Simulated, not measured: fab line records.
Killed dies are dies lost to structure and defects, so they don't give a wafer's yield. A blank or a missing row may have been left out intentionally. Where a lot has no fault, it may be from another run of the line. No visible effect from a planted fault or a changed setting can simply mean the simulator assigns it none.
Matching of chambers -- flow n5Finfet -- rieDiel-06 running N5_BEOL_M9_VIA_ETCH_34: 4 sister chambers
The step etches SiCOH lowk in C4F6/O2, target depth 182.4 nm, time 68.4 s. 4 wafers are shown with their chamber, then 8 later ones without.

== WAFERS PAIRED WITH THEIR CHAMBERS ==
wafer,chamber,showerheadPlenumPTorr (Torr)
L081.5,3,2.89
L087.5,1,2.80
L090.6,2,2.94
L091.1,0,2.78

== WAFERS WHOSE CHAMBER IS MISSING ==
wafer,showerheadPlenumPTorr (Torr)
L091.3,2.94
L091.6,2.94
L094.1,2.77
L094.2,2.80
L094.6,2.79
L095.1,2.87
L095.3,2.77
L095.5,2.87

== WHICH CHAMBER EACH WENT THROUGH ==
wafer,from the rows above,in truth
L091.3,2,2
L091.6,2,2
L094.1,can't be placed: 0 or 1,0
L094.2,can't be placed: 1 or 0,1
L094.6,can't be placed: 1 or 0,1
L095.1,3,3
L095.3,can't be placed: 0 or 1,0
L095.5,3,3
Placed correctly: 4 of 8. These rows do not allow placing 4 (true chamber among the candidates in 4). Placed wrongly: 0.
How it was worked out, from the rows above alone: a wafer's distance from a chamber is the root of the sum, over the readings, of the square of ((its reading less the chamber's mean) divided by the reading's scatter). The wafer belongs to the nearest chamber; if the next one is less than 2 further off, it can't be placed. The mean given for a chamber averages the wafers shown for that chamber. The scatter: with one shown wafer a chamber, the root of the mean of the squares of how far each hidden wafer lies from its nearest shown one.
